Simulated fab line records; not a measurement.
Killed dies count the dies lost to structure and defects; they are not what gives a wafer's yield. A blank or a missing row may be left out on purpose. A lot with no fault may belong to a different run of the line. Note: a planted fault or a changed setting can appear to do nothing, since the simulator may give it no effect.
Which tool is to blame?    flow nandHarc    18 wafers from 6 lots sampled at 3 of the route's 1302 steps

WHAT EACH GAUGE READ, for each wafer
NHARC_P_GATE_CD_MEAS_11 targets a cd of 1640 nm.
lot   measured      on        cdNm (nm)
L622  day 4 18:53   cdSem-02  1640.3 1639.2 1642.6
L627  day 7 00:34   cdSem-03  1640.2 1639.6 1638.8
L629  day 7 22:58   cdSem-01  - - -
L636  day 10 11:53  cdSem-02  1639.1 1639.0 1637.1
L641  day 13 02:42  cdSem-03  1639.8 1638.4 1636.9
L644  day 14 03:23  cdSem-03  1640.6 1640.6 1640.6

WHAT TOOL EACH LOT RAN ON (gives the tool, then ch and the chambers of the sampled wafers, and finally the start)
lot   NHARC_P_ZERO_WELL_ETCH_65          NHARC_P_GATE_EXPOSE_08
L622  rieDiel-05 ch 0,1, day 2 07:37     krfScanner-01 ch 0, day 4 18:43
L627  rieDiel-10 ch 1,3, day 4 09:34     krfScanner-01 ch 0, day 7 00:25
L629  rieDiel-05 ch 1,2,3, day 5 05:28   krfScanner-04 ch 0, day 7 22:49
L636  rieDiel-10 ch 0,1, day 8 03:22     krfScanner-01 ch 0, day 10 11:44
L641  rieDiel-10 ch 0,1,2, day 10 05:58  krfScanner-01 ch 0, day 13 02:32
L644  rieDiel-05 ch 0,2, day 11 11:29    krfScanner-03 ch 0, day 14 03:14
- NHARC_P_ZERO_WELL_ETCH_65: etches the open film in N2/H2, target depth 80 nm, overetch 24 nm, time 87.88 s.
- NHARC_P_GATE_EXPOSE_08: exposes mask P HV.

THE ANSWER, worked out from the rows above alone
Rule: what is usual is taken from the lots themselves. The widest of any qualifying gaps counts: lots, ordered by their means at a reading, are off when they make up no more than a third of the lots, leave a main group of 4 or more, and stand apart from it by 3 or more times the standard deviation of that group's means. The tables above print the reading to a certain number of digits; a main group whose means all agree to those digits is not used. Also off: a lot with no number at a reading for which 4 or more lots have one. Where the step has rows for the other lots, those lots are counted as sound.
Off at NHARC_P_GATE_CD_MEAS_11 (cdNm): L629. Without a number there: L629. Mean 1639.5 nm and standard deviation 1 in the main group.
A tool fits if, at a process step before that reading, it ran every lot that is off, and no sound lot after the first of them. The gauges at NHARC_P_GATE_CD_MEAS_11 are tried like those tools. Can't be told from this: 2 tools fit, krfScanner-04 at NHARC_P_GATE_EXPOSE_08, cdSem-01 at NHARC_P_GATE_CD_MEAS_11.

WHAT THE SIMULATOR PUT IN
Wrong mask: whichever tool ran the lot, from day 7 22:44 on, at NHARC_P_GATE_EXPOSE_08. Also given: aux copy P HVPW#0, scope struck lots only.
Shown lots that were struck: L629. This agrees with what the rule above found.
